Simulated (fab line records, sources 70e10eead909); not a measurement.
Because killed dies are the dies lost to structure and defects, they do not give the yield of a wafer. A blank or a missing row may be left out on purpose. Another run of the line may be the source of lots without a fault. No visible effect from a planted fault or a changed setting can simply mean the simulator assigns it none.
fab line records | flow nand_harc
record lots=13 | wafers=39 | last_day=33
route steps=1302 shown P_ZERO_WELL@41 P_STI@90 P_GATE@131
lots that met no fault: from a run of the same line without faults
start_h: the number of hours between the record's first day and the start of the first shown wafer of the lot | wait_h: hours since the lot's step before | " same as the row above | L1.1+2: one row covering several wafers at once | - value missing, or start not given | * or withheld: withheld | < > ~ a bound
route shown NAME@n: a module of which the file shows steps, and the number in the route of the first | usual: average and standard deviation across the fault-free wafers | same: alike in all rows | chamber/n: place in a boat | sites: the reading at each site | _std_site: how widely they spread, as a standard deviation | _edge_site: the outer-site mean with the inner-site mean subtracted | radius_mm: how far each site lies from the wafer's centre | mask NAME#n: copy n | behind: the last tool/chamber to shape the wafer | hold: why the lot was held/for how many hours/how that ended | device: whichever transistor did not switch (one of n, p or np) | end of line: the same wafers' tests at the end of the route | a step given without rows: its recipe and nothing more | killed: dies lost to structure and defects at the first sort, not the wafer's yield | map: the dies of a wafer, with x for killed, . for not killed, _ for no die there
set.NAME: the run value of the setting; set.NAME@STEP: its run value at that earlier step | model.NAME: the simulator's own value behind a step, which no gauge read
one table for each step of the route and one row for each wafer, over a sample of lots
services: when a tool's chamber went out of use (start_h, in hours from the record's first day, below 0 if earlier), for how many hours, and the reason
## steps
# step NHARC_P_ZERO_WELL_EXPOSE_34
# recipe na=0.6 | target_cd_nm=720 | dose_mj=22.31 | mask_id=P_PWELL
# usual exposure_dose_mJ_cm2=22.317/0.023
lot.wafer | tool           | chamber | start_h | wait_h | mask         | exposure_dose_mJ_cm2
L810.1    | krf_scanner-04 | 0       | 24.11   | -      | P_PWELL#0    | 22.329
L810.5    | "              | 0       | "       | "      | P_PWELL#0    | 22.309
L810.6    | "              | 0       | "       | "      | P_PWELL#0    | 22.302
L811.2    | krf_scanner-04 | 0       | 33.88   | -      | P_PWELL#0    | 22.312
L811.3    | "              | 0       | "       | "      | P_PWELL#0    | 22.333
L811.5    | "              | 0       | "       | "      | P_PWELL#0    | 22.304
L813.1    | krf_scanner-04 | 0       | 53.98   | -      | P_PWELL#0    | 22.316
L813.3    | "              | 0       | "       | "      | P_PWELL#0    | 22.329
L813.4    | "              | 0       | "       | "      | P_PWELL#0    | 22.311
L814.1    | krf_scanner-04 | 0       | 63.85   | -      | P_PWELL#0    | 22.316
L814.2    | "              | 0       | "       | "      | P_PWELL#0    | 22.322
L814.5    | "              | 0       | "       | "      | P_PWELL#0    | 22.317
L815.1    | krf_scanner-04 | 0       | 73.94   | -      | P_PWELL#0    | 22.320
L815.2    | "              | 0       | "       | "      | P_PWELL#0    | 22.297
L815.5    | "              | 0       | "       | "      | P_PWELL#0    | 22.324
L817.2    | krf_scanner-02 | 0       | 98.01   | -      | P_PWELL#0    | 22.281
L817.4    | "              | 0       | "       | "      | P_PWELL#0    | 22.292
L817.6    | "              | 0       | "       | "      | P_PWELL#0    | 22.322
L819.2    | krf_scanner-02 | 0       | 114.60  | -      | P_PWELL#0    | 22.329
L819.4    | "              | 0       | "       | "      | P_PWELL#0    | 22.323
L819.6    | "              | 0       | "       | "      | P_PWELL#0    | 22.332
L820.3    | krf_scanner-04 | 0       | 124.40  | -      | P_PWELL#0    | 22.321
L820.4    | "              | 0       | "       | "      | P_PWELL#0    | 22.295
L820.5    | "              | 0       | "       | "      | P_PWELL#0    | 22.340
L823.2    | krf_scanner-04 | 0       | 153.82  | -      | P_PWELL_R1#0 | 22.300
L823.3    | "              | 0       | "       | "      | P_PWELL_R1#0 | 22.258
L823.4    | "              | 0       | "       | "      | P_PWELL_R1#0 | 22.294
L828.1    | krf_scanner-04 | 0       | 204.08  | -      | P_PWELL#0    | 22.338
L828.3    | "              | 0       | "       | "      | P_PWELL#0    | 22.285
L828.6    | "              | 0       | "       | "      | P_PWELL#0    | 22.307
L831.3    | krf_scanner-04 | 0       | 234.14  | -      | P_PWELL#0    | 22.313
L831.4    | "              | 0       | "       | "      | P_PWELL#0    | 22.346
L831.6    | "              | 0       | "       | "      | P_PWELL#0    | 22.342
L832.3    | krf_scanner-04 | 0       | 250.99  | -      | P_PWELL#0    | 22.285
L832.4    | "              | 0       | "       | "      | P_PWELL#0    | 22.311
L832.5    | "              | 0       | "       | "      | P_PWELL#0    | 22.282
L833.3    | krf_scanner-02 | 0       | 253.82  | -      | P_PWELL#0    | 22.314
L833.4    | "              | 0       | "       | "      | P_PWELL#0    | 22.325
L833.5    | "              | 0       | "       | "      | P_PWELL#0    | 22.337
# step NHARC_P_ZERO_WELL_CD_MEAS_37
# recipe target_cd_nm=720 | landing_energy_ev=500
# usual cd_nm=719.5/1.8
lot.wafer | tool      | chamber | start_h | wait_h | cd_nm
L810.1    | cd_sem-02 | 0       | 24.27   | -      | 719.5
L810.5    | "         | 0       | "       | "      | 718.2
L810.6    | "         | 0       | "       | "      | 718.5
L811.2    | cd_sem-03 | 0       | 34.03   | -      | 722.2
L811.3    | "         | 0       | "       | "      | 721.8
L811.5    | "         | 0       | "       | "      | 721.1
L813.1    | cd_sem-01 | 0       | 54.14   | -      | 717.9
L813.3    | "         | 0       | "       | "      | 716.9
L813.4    | "         | 0       | "       | "      | 718.2
L814.1    | cd_sem-01 | 0       | 64.01   | -      | 722.6
L814.2    | "         | 0       | "       | "      | 724.3
L814.5    | "         | 0       | "       | "      | 722.3
L815.1    | cd_sem-01 | 0       | 74.10   | -      | 722.5
L815.2    | "         | 0       | "       | "      | 720.2
L815.5    | "         | 0       | "       | "      | 723.4
L817.2    | cd_sem-02 | 0       | 98.16   | -      | 718.8
L817.4    | "         | 0       | "       | "      | 720.3
L817.6    | "         | 0       | "       | "      | 719.4
L819.2    | cd_sem-03 | 0       | 114.75  | -      | 720.6
L819.4    | "         | 0       | "       | "      | 720.4
L819.6    | "         | 0       | "       | "      | 718.1
L820.3    | cd_sem-02 | 0       | 124.56  | -      | 719.7
L820.4    | "         | 0       | "       | "      | 718.7
L820.5    | "         | 0       | "       | "      | 721.2
L823.2    | cd_sem-01 | 0       | 153.97  | -      | 792.3
L823.3    | "         | 0       | "       | "      | 794.9
L823.4    | "         | 0       | "       | "      | 793.6
L828.1    | cd_sem-03 | 0       | 204.24  | -      | 718.0
L828.3    | "         | 0       | "       | "      | 720.5
L828.6    | "         | 0       | "       | "      | 718.9
L831.3    | cd_sem-03 | 0       | 234.30  | -      | 722.6
L831.4    | "         | 0       | "       | "      | 720.3
L831.6    | "         | 0       | "       | "      | 722.1
L832.3    | cd_sem-02 | 0       | 251.14  | -      | 717.6
L832.4    | "         | 0       | "       | "      | 718.2
L832.5    | "         | 0       | "       | "      | 718.4
L833.3    | cd_sem-02 | 0       | 253.97  | -      | 719.7
L833.4    | "         | 0       | "       | "      | 718.6
L833.5    | "         | 0       | "       | "      | 716.4
# step NHARC_P_ZERO_WELL_RTA_42
# recipe temp_c=1100 | time_s=300
# usual anneal_temp_c_max=1104.7/1.3 | lamp_power_pct=37.76/0.3 | lamp_zone_7_pct=38.10/0.3 | wafer_temp_C_max=1105.3/2.1
lot.wafer | tool          | chamber | start_h | wait_h | anneal_temp_c_max | lamp_power_pct | lamp_zone_7_pct | wafer_temp_C_max
L810.1    | rtp_anneal-01 | 0       | 27.52   | -      | 1107.7            | 38.11          | 38.33           | 1104.3
L810.5    | "             | 0       | "       | "      | 1106.8            | 38.09          | 38.38           | 1105.3
L810.6    | "             | 0       | "       | "      | 1106.4            | 38.09          | 38.38           | 1104.4
L811.2    | rtp_anneal-01 | 0       | 36.91   | -      | 1107.9            | 38.05          | 38.43           | 1102.8
L811.3    | "             | 0       | "       | "      | 1104.2            | 38.10          | 38.37           | 1102.7
L811.5    | "             | 0       | "       | "      | 1105.6            | 38.09          | 38.32           | 1104.4
L813.1    | rtp_anneal-01 | 0       | 56.91   | -      | 1106.3            | 38.07          | 38.43           | 1103.5
L813.3    | "             | 0       | "       | "      | 1104.8            | 38.05          | 38.38           | 1104.1
L813.4    | "             | 0       | "       | "      | 1106.0            | 38.08          | 38.37           | 1103.4
L814.1    | rtp_anneal-01 | 0       | 66.80   | -      | 1105.3            | 37.95          | 38.37           | 1102.3
L814.2    | "             | 0       | "       | "      | 1106.4            | 38.08          | 38.31           | 1104.0
L814.5    | "             | 0       | "       | "      | 1104.0            | 38.01          | 38.34           | 1103.0
L815.1    | rtp_anneal-02 | 0       | 76.89   | -      | 1104.2            | 37.48          | 37.80           | 1107.2
L815.2    | "             | 0       | "       | "      | 1104.9            | 37.52          | 37.71           | 1104.8
L815.5    | "             | 0       | "       | "      | 1103.9            | 37.52          | 37.81           | 1106.9
L817.2    | rtp_anneal-02 | 0       | 101.07  | -      | 1103.4            | 37.42          | 37.86           | 1107.6
L817.4    | "             | 0       | "       | "      | 1102.8            | 37.42          | 37.83           | 1108.3
L817.6    | "             | 0       | "       | "      | 1103.0            | 37.44          | 37.84           | 1106.5
L819.2    | rtp_anneal-02 | 0       | 117.72  | -      | 1104.0            | 37.41          | 37.79           | 1107.3
L819.4    | "             | 0       | "       | "      | 1102.9            | 37.48          | 37.78           | 1106.5
L819.6    | "             | 0       | "       | "      | 1102.8            | 37.49          | 37.79           | 1105.6
L820.3    | rtp_anneal-01 | 0       | 127.44  | -      | 1104.5            | 38.13          | 38.43           | 1103.2
L820.4    | "             | 0       | "       | "      | 1105.0            | 38.07          | 38.50           | 1103.2
L820.5    | "             | 0       | "       | "      | 1105.5            | 38.07          | 38.42           | 1103.5
L823.2    | rtp_anneal-01 | 0       | 156.87  | -      | 1105.1            | 38.02          | 38.40           | 1103.1
L823.3    | "             | 0       | "       | "      | 1104.7            | 37.99          | 38.43           | 1102.7
L823.4    | "             | 0       | "       | "      | 1103.5            | 38.05          | 38.44           | 1104.7
L828.1    | rtp_anneal-01 | 0       | 207.04  | -      | 1104.4            | 38.05          | 38.45           | 1103.6
L828.3    | "             | 0       | "       | "      | 1105.0            | 38.04          | 38.38           | 1103.0
L828.6    | "             | 0       | "       | "      | 1105.0            | 37.96          | 38.41           | 1103.8
L831.3    | rtp_anneal-01 | 0       | 237.21  | -      | 1106.4            | 37.96          | 38.37           | 1105.5
L831.4    | "             | 0       | "       | "      | 1106.1            | 38.01          | 38.34           | 1103.9
L831.6    | "             | 0       | "       | "      | 1105.1            | 37.99          | 38.36           | 1104.7
L832.3    | rtp_anneal-02 | 0       | 254.16  | -      | 1103.2            | 37.49          | 37.87           | 1106.1
L832.4    | "             | 0       | "       | "      | 1102.8            | 37.48          | 37.77           | 1107.3
L832.5    | "             | 0       | "       | "      | 1104.6            | 37.45          | 37.79           | 1106.1
L833.3    | rtp_anneal-02 | 0       | 256.85  | -      | 1102.7            | 37.47          | 37.80           | 1103.9
L833.4    | "             | 0       | "       | "      | 1105.1            | 37.42          | 37.79           | 1108.1
L833.5    | "             | 0       | "       | "      | 1103.1            | 37.42          | 37.79           | 1105.1
# step NHARC_P_STI_ETCH_15
# recipe target_depth_a=3000 | taper_deg=4 | time_s=100.1 | hbr_flow_sccm=150 | cl2_flow_sccm=50 | rf_w=400 | icp_w=400 | bias_w=100 | chemistry=HBr/Cl2
# usual drypump_motor_current_A=5.9/0.45 | oes_product_au=1.000/0.0091 | throttle_valve_pct=26.407/0.0084
lot.wafer | tool      | chamber | start_h | wait_h | drypump_motor_current_A | oes_product_au | rf_hours_counter_h | throttle_valve_pct
L810.1    | rie_si-02 | 1       | 45.90   | -      | 6.1                     | 1.004          | 0.9                | 26.411
L810.6    | "         | 0       | "       | "      | 5.4                     | 0.984          | -                  | 26.400
L810.5    | "         | 1       | "       | "      | 6.2                     | 1.002          | -                  | 26.415
L811.2    | rie_si-06 | 0       | 56.78   | -      | 5.6                     | 1.015          | 0.9                | 26.412
L811.3    | "         | 2       | "       | "      | 6.8                     | 0.996          | 1.0                | 26.404
L811.5    | "         | 0       | "       | "      | 5.6                     | 1.005          | -                  | 26.409
L813.4    | rie_si-02 | 3       | 73.39   | -      | 5.7                     | 0.990          | 0.9                | 26.404
L813.3    | "         | 0       | "       | "      | 5.4                     | 1.006          | 1.0                | 26.401
L813.1    | "         | 1       | "       | "      | 6.2                     | 0.998          | 1.1                | 26.415
L814.1    | rie_si-02 | 3       | 87.30   | -      | 5.7                     | 0.993          | 1.0                | 26.396
L814.2    | "         | 0       | "       | "      | 5.4                     | 1.008          | 1.2                | 26.404
L814.5    | "         | 2       | "       | "      | 6.5                     | 0.987          | -                  | 26.405
L815.1    | rie_si-02 | 1       | 93.89   | -      | 6.1                     | 1.011          | 1.3                | 26.402
L815.2    | "         | 2       | "       | "      | 6.5                     | 1.001          | 1.1                | 26.400
L815.5    | "         | 0       | "       | "      | 5.4                     | 1.002          | -                  | 26.420
L817.2    | rie_si-02 | 1       | 117.45  | -      | 6.2                     | 0.993          | 0.1                | 26.400
L817.4    | "         | 3       | "       | "      | 5.7                     | 1.000          | 0.1                | 26.396
L817.6    | "         | 2       | "       | "      | 6.5                     | 1.003          | -                  | 26.409
L819.2    | rie_si-02 | 3       | 135.91  | -      | 5.7                     | 0.999          | 0.2                | 26.400
L819.4    | "         | 2       | "       | "      | 6.5                     | 0.995          | 0.2                | 26.411
L819.6    | "         | 0       | "       | "      | 5.4                     | 1.000          | -                  | 26.406
L820.4    | rie_si-06 | 2       | 142.96  | -      | 6.8                     | 1.010          | 0.4                | 26.405
L820.3    | "         | 0       | "       | "      | 5.6                     | 1.010          | 0.4                | 26.394
L820.5    | "         | 1       | "       | "      | 6.3                     | 1.017          | -                  | 26.420
L823.3    | rie_si-02 | 3       | 174.53  | -      | 5.6                     | 0.991          | 0.5                | 26.404
L823.4    | "         | 0       | "       | "      | 5.4                     | 1.001          | 0.4                | 26.419
L823.2    | "         | 1       | "       | "      | 6.2                     | 0.999          | 0.4                | 26.414
L828.3    | rie_si-02 | 0       | 222.81  | -      | 5.4                     | 1.006          | 0.8                | 26.413
L828.1    | "         | 1       | "       | "      | 6.2                     | 0.997          | 0.8                | 26.403
L828.6    | "         | 0       | "       | "      | 5.4                     | 1.006          | -                  | 26.408
L831.4    | rie_si-02 | 3       | 253.55  | -      | 5.7                     | 0.998          | 1.1                | 26.401
L831.3    | "         | 0       | "       | "      | 5.4                     | 0.997          | 1.0                | 26.406
L831.6    | "         | 2       | "       | "      | 6.6                     | 0.983          | -                  | 26.408
L832.3    | rie_si-05 | 2       | 269.74  | -      | 5.5                     | 1.010          | 0.8                | 26.404
L832.4    | "         | 0       | "       | "      | 5.3                     | 1.000          | 0.9                | 26.405
L832.5    | "         | 2       | "       | "      | 5.5                     | 1.010          | -                  | 26.415
L833.3    | rie_si-06 | 2       | 269.88  | -      | 6.7                     | 0.999          | 0.1                | 26.406
L833.4    | "         | 3       | "       | "      | 5.8                     | 1.016          | 0.1                | 26.398
L833.5    | "         | 1       | "       | "      | 6.3                     | 1.007          | -                  | 26.401
# step NHARC_P_GATE_HM_DEP_102
# recipe target_thk_a=1200 | temp_c=400 | material=aC
# usual susceptor_temp_C=400.10/0.22 | throttle_valve_pct=35.000/0.0089
lot.wafer | tool       | chamber | start_h | wait_h | susceptor_temp_C | throttle_valve_pct
L810.1    | acl_dep-03 | 0       | 94.26   | 0.4    | -                | 34.985
L810.5    | "          | 0       | "       | "      | -                | 34.994
L810.6    | "          | 0       | "       | "      | -                | 34.998
L811.2    | acl_dep-02 | 0       | 104.38  | 0.5    | 400.14           | 34.990
L811.3    | "          | 0       | "       | "      | 400.14           | 34.995
L811.5    | "          | 0       | "       | "      | 400.09           | 35.014
L813.1    | acl_dep-02 | 0       | 120.85  | 0.4    | -                | 34.990
L813.3    | "          | 0       | "       | "      | -                | 34.996
L813.4    | "          | 0       | "       | "      | -                | 34.999
L814.1    | acl_dep-01 | 0       | 139.64  | 1.8    | -                | 35.006
L814.2    | "          | 0       | "       | "      | -                | 35.021
L814.5    | "          | 0       | "       | "      | -                | 35.014
L815.1    | acl_dep-02 | 0       | 147.67  | 2.3    | -                | 34.983
L815.2    | "          | 0       | "       | "      | -                | 34.997
L815.5    | "          | 0       | "       | "      | -                | 34.998
L817.2    | acl_dep-02 | 0       | 164.05  | 3.3    | -                | 35.011
L817.4    | "          | 0       | "       | "      | -                | 34.996
L817.6    | "          | 0       | "       | "      | -                | 35.007
L819.2    | acl_dep-03 | 0       | 188.23  | 3.1    | -                | 35.003
L819.4    | "          | 0       | "       | "      | -                | 35.002
L819.6    | "          | 0       | "       | "      | -                | 35.009
L820.3    | acl_dep-03 | 0       | 192.93  | 1.9    | -                | 35.002
L820.4    | "          | 0       | "       | "      | -                | 35.010
L820.5    | "          | 0       | "       | "      | -                | 34.985
L823.2    | acl_dep-03 | 0       | 239.90  | 1.1    | 400.01           | 35.002
L823.3    | "          | 0       | "       | "      | 400.20           | 34.998
L823.4    | "          | 0       | "       | "      | 400.23           | 35.002
L828.1    | acl_dep-02 | 0       | 273.94  | 3.0    | -                | 34.988
L828.3    | "          | 0       | "       | "      | -                | 35.012
L828.6    | "          | 0       | "       | "      | -                | 34.988
L831.3    | acl_dep-01 | 0       | 301.17  | 0.7    | 400.11           | 35.013
L831.4    | "          | 0       | "       | "      | 400.32           | 35.016
L831.6    | "          | 0       | "       | "      | 400.45           | 35.003
L833.3    | acl_dep-03 | 0       | 322.01  | 1.4    | 400.07           | 35.000
L833.4    | "          | 0       | "       | "      | 400.08           | 34.988
L833.5    | "          | 0       | "       | "      | 400.10           | 34.982
L832.3    | acl_dep-02 | 0       | 322.23  | 1.6    | -                | 34.995
L832.4    | "          | 0       | "       | "      | -                | 35.009
L832.5    | "          | 0       | "       | "      | -                | 35.000
## services
tool           | chamber | start_h | hours | kind
krf_scanner-04 | -       | 10.00   | 4.0   | pm
rtp_anneal-02  | -       | 12.00   | 12.0  | pm
acl_dep-02     | -       | 61.04   | 13.0  | pm
rie_si-06      | 3       | 70.85   | 2.0   | repair
rie_si-06      | -       | 72.00   | 9.0   | pm
krf_scanner-02 | -       | 81.68   | 2.4   | repair
krf_scanner-02 | -       | 89.67   | 4.1   | repair
krf_scanner-02 | -       | 94.00   | 4.0   | pm
rie_si-02      | 1       | 95.49   | 6.1   | repair
rie_si-02      | 3       | 96.96   | 6.5   | repair
rie_si-02      | -       | 100.00  | 9.0   | pm
krf_scanner-02 | -       | 103.59  | 3.3   | repair
acl_dep-03     | -       | 118.53  | 13.0  | pm
krf_scanner-04 | -       | 153.85  | 0.5   | repair
krf_scanner-04 | -       | 167.36  | 0.3   | repair
krf_scanner-04 | -       | 182.00  | 4.0   | pm
rie_si-06      | -       | 184.92  | 0.2   | repair
rie_si-02      | 3       | 186.80  | 2.4   | repair
krf_scanner-02 | -       | 208.56  | 0.6   | repair
rie_si-06      | 3       | 211.52  | 7.8   | repair
acl_dep-02     | -       | 242.31  | 13.0  | pm
rie_si-02      | -       | 277.00  | 9.0   | pm
acl_dep-03     | -       | 301.03  | 13.0  | pm
rie_si-02      | 1       | 320.65  | 7.0   | repair
## key
first_sign step=NHARC_P_ZERO_WELL_EXPOSE_34 | reading=mask | direction=changed
effect step=NHARC_P_ZERO_WELL_CD_MEAS_37 | reading=cd_nm | direction=up | sigmas=41 | usual=719.5 | struck=793.6
met_at NHARC_P_ZERO_WELL_EXPOSE_34
struck_lots L823
sort_left_out L823.2,L823.3,L823.4
tester_left_out L823
not_acting_at NHARC_P_ZERO_WELL_RTA_42,NHARC_P_STI_ETCH_15,NHARC_P_GATE_HM_DEP_102
onset_between 124.40 153.82
fault kind=wrong_mask | tool=any | chamber=- | onset_h=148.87 | steps=NHARC_P_ZERO_WELL_EXPOSE_34 | aux_copy=P_PWELL_R1#0 | cd_offset_nm=73.691 | scope=struck_lots_only
# tester_left_out: of these lots the tester's yield and bins aren't shown, on N5 and GAA mostly nor the transistor test; their killed dies are dies lost to structure and defects alone, not to doping, threshold or leakage, so they don't give the yield
# sort_left_out: the simulated sort isn't trusted on such a fault, so these wafers' sort isn't shown, and their yield isn't known
